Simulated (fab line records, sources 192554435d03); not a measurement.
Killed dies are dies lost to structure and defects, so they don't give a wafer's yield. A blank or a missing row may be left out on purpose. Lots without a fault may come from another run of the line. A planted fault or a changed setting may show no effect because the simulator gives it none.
Split-lot experiment | flow n5_finfet | 7 lots, 21 wafers read, on a route of 1938 steps

THE SPLIT
At N5_STI_FIN_REVEAL_ETCHBACK_08 (etches SiO2 in C4F6/O2, target depth 30.5 nm, time 10.167 s), the setting time_s was moved away from the recipe's 10.167 s on 4 of the 21 wafers read, by -18.9% to +16.1%. The other wafers ran this setting at the recipe's value.

FROM THE SPLIT TO THE READING: what the file shows between them, 4 steps
- N5_STI_FIN_REVEAL_PRECLEAN_17: cleans in NF3:NH3, afs cycles 1, time 20 s, sublimation time 60 s (also split here: time_s)
- N5_STI_FIN_REVEAL_ETCH_34: etches Si in H2, material Si, target depth 0.97 nm
- N5_STI_FIN_REVEAL_OXIDATION_31: chemistry O2 PLASMA REMOTE, time 20 s
- N5_STI_FIN_REVEAL_SRD_23: time 30 s

THE READING
trench_depth_nm, in nm, at N5_STI_FIN_REVEAL_FIN_H_MEAS_10. Fault-free wafers of this fab line usually give 51.8 nm, standard deviation 0.67 nm.

wafer  | tool, chamber at the split | time_s as run, s | against the recipe | trench_depth_nm, nm | against lot-mates on the recipe
L074.1 | rie_diel-03, 0,3           | 8.247            | -18.9%             | 46.1                | -5.9
L074.4 | rie_diel-03, 0,3           | 8.247            | -18.9%             | 46.7                | -5.3
L074.5 | rie_diel-03, 3             | 10.167           | recipe             | 52.0                | -
L075.3 | rie_diel-03, 2,0,2         | 10.167           | recipe             | 52.3                | -
L075.4 | rie_diel-03, 2,0,2         | 10.167           | recipe             | 52.5                | -
L075.5 | rie_diel-03, 2,0,2         | 10.167           | recipe             | 51.6                | -
L085.2 | rie_diel-03, 2,3,0         | 10.167           | recipe             | 51.4                | -
L085.3 | rie_diel-03, 2,3,0         | 10.167           | recipe             | 51.4                | -
L085.4 | rie_diel-03, 2,3,0         | 10.167           | recipe             | 50.9                | -
L086.2 | rie_diel-04, 0,2           | 10.167           | recipe             | 51.7                | -
L086.3 | rie_diel-04, 1             | 11.8             | +16.1%             | 55.9                | +4.6
L086.4 | rie_diel-04, 0,2           | 10.167           | recipe             | 50.8                | -
L089.2 | rie_diel-04, 2,3,0         | 10.167           | recipe             | 50.9                | -
L089.4 | rie_diel-04, 2,3,0         | 10.167           | recipe             | 51.7                | -
L089.5 | rie_diel-04, 2,3,0         | 10.167           | recipe             | 51.0                | -
L095.3 | rie_diel-03, 3,1,3         | 10.167           | recipe             | 52.4                | -
L095.4 | rie_diel-03, 3,1,3         | 10.167           | recipe             | 52.2                | -
L095.5 | rie_diel-03, 3,1,3         | 10.167           | recipe             | 52.5                | -
L096.3 | rie_diel-06, 1             | 8.809            | -13.4%             | 49.5                | -3.9
L096.5 | rie_diel-06, 3,0           | 10.167           | recipe             | 54.1                | -
L096.6 | rie_diel-06, 3,0           | 10.167           | recipe             | 52.6                | -
Where a row lists several chambers, the file gives one row for several wafers and doesn't say which wafer went through which chamber.

THE FIT
A straight line over all 21 wafers: trench_depth_nm changes by +0.264 nm for each +1% of time_s; r = +0.92; the points scatter about the line by 0.84 nm.
The same after taking each lot's own level away (the mean of its wafers on the recipe; 21 wafers): +0.294 nm for each +1%; r = +0.99; scatter 0.38 nm.
On that fit, the largest move of time_s shifts the reading by 5.5 nm.
The lots' own levels span 51.20 to 53.35 nm, that is 3.2 times the standard deviation above.
So the lot-to-lot level changes the slope: the two fits differ.
Check: with one of the wafers moved furthest among these (-18.9%) left out of the fit, the line predicts -5.38 nm for it against its lot-mates. It came out at -5.9 nm against them.

OTHER SPLITS ON THESE WAFERS
These wafers also went through other splits before the reading. Each is held against what the fit with the lots' levels taken away leaves over:
other split on the same wafers                    | wafers away from the commonest value | r with trench_depth_nm (lot level and that fit taken away)
N5_PMOS_HMC_CHANNEL_EPI_PEB_07 peb_time_s         | 5                                    | +0.02
N5_PMOS_HMC_CHANNEL_EPI_DEVELOP_08 develop_time_s | 8                                    | +0.13
N5_FIN_CUT_COAT_02 spin_rpm                       | 7                                    | +0.53
N5_STI_FIN_REVEAL_PRECLEAN_17 time_s              | 9                                    | +0.24

THE FILE'S OWN FIT
trench_depth_nm changes by +0.291 nm for each +1% of time_s, r = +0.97.
